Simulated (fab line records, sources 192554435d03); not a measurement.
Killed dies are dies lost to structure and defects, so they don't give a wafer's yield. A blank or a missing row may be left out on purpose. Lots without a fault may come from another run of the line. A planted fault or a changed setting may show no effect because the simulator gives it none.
A struck lot beside a sound one | flow n5_finfet | 16 steps out of a route of 1938
Sound: wafers L676.2, L676.3, L676.4. Struck: wafer L679.3. (L679.2, L679.6 of the same lot were not struck and are left out.) The cause comes at the end.
At each step with rows: each side's tool, then ch and its chambers, then its first start. Under that, the readings that differ: sound wafers | struck wafers | difference of the means | sigmas: that difference in standard deviations of wafers without a fault.
alike: readings whose means differ by less than 2 such deviations, and words and numbers that are the same on both sides. not compared: withheld readings, readings that some wafer has no value for, bounds like >300 that may hide the same value, and numbers for which the record gives no deviation and whose values overlap.
The two part at a step that has a row with sigmas, a row that says differs or no value, or rows on one side only. Numbers that don't overlap but have no deviation are shown without sigmas and don't part them. A reading that every wafer of one side lacks parts them only if that side has two wafers or more.

first, 3 steps without rows for these wafers: N5_PMOS_HMC_CHANNEL_EPI_PRECLEAN_37 (cleans in O3/DIW, time 45 s); N5_PMOS_HMC_CHANNEL_EPI_PRECLEAN_24 (cleans in DHF, time 30 s); N5_PMOS_HMC_CHANNEL_EPI_SRD_25 (time 30 s).
N5_PMOS_HMC_CHANNEL_EPI_EPI_26: deposits Si from SiH4/H2, target thk 3.8 nm, time 22.7 s.
  sound on epi_rpcvd-03 ch 0, day 1 20:01; struck on epi_rpcvd-03 ch 0, day 2 13:33
  alike: susceptor_temp_C, susceptor_temp_C_max, throttle_valve_pct
N5_PMOS_HMC_CHANNEL_EPI_INSPECT_30: inspects for defects (darkfield).
  sound on defect_inspect-02, day 1 20:20; struck on defect_inspect-01, day 2 13:52
  alike: raw_defect_count
then, 4 steps without rows for these wafers: N5_FIN_SAQP_PRECLEAN_42 (cleans in O3/DIW, time 60 s); N5_FIN_SAQP_PRECLEAN_00 (cleans in SC1, time 60 s); N5_FIN_SAQP_PRECLEAN_44 (cleans in SC2, time 45 s); N5_FIN_SAQP_SRD_01 (time 30 s).
N5_FIN_SAQP_ALD_61: deposits SiO2, target thk 4 nm, pulse time 1 s, purge time 2 s.
  sound on ald_sin-04 ch 0,1,3, day 1 20:27; struck on ald_sin-01 ch 0, day 2 14:26
  reading               | sound       | struck | difference | sigmas
  since_wet_clean_h (h) | 210 210 210 | 31     | -179       |
  alike: heater_power_w, precursor_pulse_height_rel, susceptor_temp_C
N5_FIN_SAQP_DENSIFY_62: time 60 s.
  sound on rtp_anneal-02 ch 0, day 1 20:41; struck on rtp_anneal-01 ch 0, day 2 14:40
  alike: lamp_power_pct, lamp_zone_1_pct, wafer_temp_C_max
N5_FIN_SAQP_HM_DEP_03: deposits SiNx from SiH4/NH3/N2, target thk 38 nm, time 33.6 s.
  sound on pecvd-04 ch 0,1, day 1 20:52; struck on pecvd-04 ch 2, day 2 14:52
  alike: heater_power_w, showerhead_plenum_p_Torr, susceptor_temp_C, throttle_valve_pct
  not compared: since_wet_clean_h
N5_FIN_SAQP_THK_MEAS_05:
  sound on film_metro-01, day 1 20:58; struck on film_metro-02, day 2 14:57
  reading     | sound          | struck | difference | sigmas
  thk_nm (nm) | 38.1 37.9 38.5 | 32.4   | -5.8       | -10
N5_FIN_SAQP_PECVD_47: deposits a-Si from SiH4/He, target thk 45 nm, time 36.3 s.
  sound on pecvd-01 ch 1,2, day 1 20:59; struck on pecvd-03 ch 0, day 2 14:59
  reading            | sound       | struck | difference | sigmas
  heater_power_w (W) | 905 722 731 | 1144   | +358       | +3
  alike: showerhead_plenum_p_Torr, susceptor_temp_C, throttle_valve_pct
  not compared: since_wet_clean_h
-- the record jumps here: 6 days lie between the struck wafers' starts before and after (it left off in module FIN_SAQP and takes up again in module BEOL_M4, whose first step shown is number 1111 of the route) --
N5_BEOL_M4_RC_MEAS_101:
  sound on prober-02 ch 0, day 7 19:30; struck on prober-01 ch 0, day 8 20:35
  alike: DIBL_N, DIBL_P, IOFF_N, IOFF_P, ION_N, ION_P, SS_N, SS_P, VT_N, VT_P
-- the record jumps here: 5 days lie between the struck wafers' starts before and after (it left off in module BEOL_M4 and takes up again in module PASSIVATION, whose first step shown is number 1936 of the route) --
N5_PASSIVATION_PROBE_49:
  sound on prober-02, day 12 05:48; struck on prober-01, day 13 13:31
  reading             | sound    | struck | difference | sigmas
  killed_at_front_end | 47 33 33 | 82     | +44        | +4
  killed_on_rim       | 16 16 12 | 39     | +24        | +6
  alike: defect_limited_yield, killed_at_M0_to_M3, killed_at_M4_up, killed_at_contacts, killed_at_other, killed_dies, killed_open, killed_short, sort_bin_4_leakage, sort_bin_5_function, sort_bin_6_memory, sort_bin_8_speed, sort_n_pass, sort_yield_pct

WHERE THEY PART
First at N5_FIN_SAQP_THK_MEAS_05; last, within this record, at N5_PASSIVATION_PROBE_49.

WHY: what the simulator had put in
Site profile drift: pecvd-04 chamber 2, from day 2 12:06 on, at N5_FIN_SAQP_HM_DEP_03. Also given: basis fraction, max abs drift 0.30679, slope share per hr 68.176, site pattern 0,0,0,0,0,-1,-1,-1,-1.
